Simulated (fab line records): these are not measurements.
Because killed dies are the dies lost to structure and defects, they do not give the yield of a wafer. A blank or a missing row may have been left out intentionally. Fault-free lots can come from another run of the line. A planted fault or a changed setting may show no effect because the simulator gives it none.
Shared-tool check + flow nand_harc + Sample size 13 lots and 39 wafers

## REASON FOR OPENING
On 2 of the 13 lots, a flag is raised at NHARC_A_CHANNEL_HOLE_D1_CD_MEAS_10 on the reading cd_nm. Wafers without a fault read 100.1 nm, standard deviation 0.53.
Rule: a lot is flagged when every wafer of it that has a number lies more than 4 standard deviations from that mean, or none has a number. The rest of the lots are taken to be sound.

| lot  | measured     | on        | cd_nm (nm), wafer by wafer | flag    |
|------|--------------|-----------|----------------------------|---------|
| L756 | day 8 07:11  | cd_sem-01 | 100.2 99.3 99.5            |         |
| L758 | day 9 13:41  | cd_sem-03 | 100.4 100.2 100.0          |         |
| L759 | day 9 21:05  | cd_sem-01 | 102.8 102.5 103.4          | FLAGGED |
| L760 | day 9 23:00  | cd_sem-03 | 102.8 103.3 102.6          | FLAGGED |
| L764 | day 11 17:56 | cd_sem-03 | 99.6 100.0 99.2            |         |
| L770 | day 14 07:53 | cd_sem-01 | 100.6 99.4 99.9            |         |
| L771 | day 14 20:26 | cd_sem-03 | 99.0 100.1 99.4            |         |
| L773 | day 15 10:43 | cd_sem-03 | 100.1 99.1 100.1           |         |
| L774 | day 15 17:42 | cd_sem-02 | 99.5 100.7 100.5           |         |
| L775 | day 16 05:02 | cd_sem-03 | 100.3 99.4 100.0           |         |
| L776 | day 16 19:10 | cd_sem-01 | 100.4 100.7 100.4          |         |
| L777 | day 17 08:19 | cd_sem-02 | 101.2 100.4 99.8           |         |
| L778 | day 17 15:00 | cd_sem-01 | 99.6 99.9 99.1             |         |
The mean of the flagged lots' numbers is 102.9 nm, +2.8 nm from the usual (+5 standard deviations).

## LOT BY LOT: THE TOOL USED
The record holds 2 process steps before the reading, out of a route of 1302 steps. Every cell lists first the tool, next ch and the chambers used by the sampled wafers, and last the start.
| lot  | flag    | NHARC_A_ONON_D1_DEP_33          | NHARC_A_CHANNEL_HOLE_D1_PEB_08    |
|------|---------|---------------------------------|-----------------------------------|
| L756 |         | pecvd-01 ch 0,1,2, day 8 00:55  | litho_track-06 ch 0, day 8 07:07  |
| L758 |         | pecvd-02 ch 0,2, day 9 10:32    | litho_track-06 ch 0, day 9 13:36  |
| L759 | FLAGGED | pecvd-01 ch 0,1,2, day 9 17:58  | litho_track-06 ch 0, day 9 21:01  |
| L760 | FLAGGED | pecvd-02 ch 0,2, day 9 18:13    | litho_track-06 ch 0, day 9 22:55  |
| L764 |         | pecvd-02 ch 0,1,2, day 11 12:25 | litho_track-04 ch 0, day 11 17:52 |
| L770 |         | pecvd-02 ch 0,1,2, day 14 04:50 | litho_track-04 ch 0, day 14 07:49 |
| L771 |         | pecvd-01 ch 0,1, day 14 13:19   | litho_track-04 ch 0, day 14 20:22 |
| L773 |         | pecvd-01 ch 1,2, day 15 07:38   | litho_track-04 ch 0, day 15 10:38 |
| L774 |         | pecvd-04 ch 0,1, day 15 14:31   | litho_track-01 ch 0, day 15 17:37 |
| L775 |         | pecvd-01 ch 0,1, day 16 00:28   | litho_track-04 ch 0, day 16 04:58 |
| L776 |         | pecvd-01 ch 0,1,2, day 16 13:28 | litho_track-06 ch 0, day 16 19:06 |
| L777 |         | pecvd-01 ch 1,2, day 17 04:43   | litho_track-06 ch 0, day 17 08:14 |
| L778 |         | pecvd-01 ch 0,1, day 17 11:53   | litho_track-01 ch 0, day 17 14:55 |
What these steps do:
- NHARC_A_ONON_D1_DEP_33: deposits SiO2, target thk 200 nm.
- NHARC_A_CHANNEL_HOLE_D1_PEB_08: peb time 65 s.
- NHARC_A_CHANNEL_HOLE_D1_CD_MEAS_10: target cd 100 nm.

## FLAGGED AGAINST TOTAL, ONE TOOL AT A TIME (gauges that did the reading follow at the end)
| step                               | tool           | lots run | flagged | share of the flagged lots | sound lots run after its first flagged lot |
|------------------------------------|----------------|----------|---------|---------------------------|--------------------------------------------|
| NHARC_A_ONON_D1_DEP_33             | pecvd-01       | 8        | 1       | some                      | 6 (L771,L773,L775,L776,L777,L778)          |
| NHARC_A_ONON_D1_DEP_33             | pecvd-02       | 4        | 1       | some                      | 2 (L764,L770)                              |
| NHARC_A_ONON_D1_DEP_33             | pecvd-04       | 1        | 0       | none                      | -                                          |
| NHARC_A_CHANNEL_HOLE_D1_PEB_08     | litho_track-01 | 2        | 0       | none                      | -                                          |
| NHARC_A_CHANNEL_HOLE_D1_PEB_08     | litho_track-04 | 5        | 0       | none                      | -                                          |
| NHARC_A_CHANNEL_HOLE_D1_PEB_08     | litho_track-06 | 6        | 2       | all                       | 2 (L776,L777)                              |
| NHARC_A_CHANNEL_HOLE_D1_CD_MEAS_10 | cd_sem-01      | 5        | 1       | some                      | 3 (L770,L776,L778)                         |
| NHARC_A_CHANNEL_HOLE_D1_CD_MEAS_10 | cd_sem-02      | 2        | 0       | none                      | -                                          |
| NHARC_A_CHANNEL_HOLE_D1_CD_MEAS_10 | cd_sem-03      | 6        | 1       | some                      | 4 (L764,L771,L773,L775)                    |

## WHAT THE TABLE ALLOWS
In the table, 1 row covers all flagged lots: litho_track-06 at NHARC_A_CHANNEL_HOLE_D1_PEB_08.
- litho_track-06 at NHARC_A_CHANNEL_HOLE_D1_PEB_08: 2 of its 6 lots flagged. After the first flagged lot (L776, L777), sound lots still ran on it; a lasting fault on the whole tool would not permit that.
Every row of the table either missed a flagged lot or ran a sound lot after the first.

## WHAT THE SIMULATOR HAD INSERTED
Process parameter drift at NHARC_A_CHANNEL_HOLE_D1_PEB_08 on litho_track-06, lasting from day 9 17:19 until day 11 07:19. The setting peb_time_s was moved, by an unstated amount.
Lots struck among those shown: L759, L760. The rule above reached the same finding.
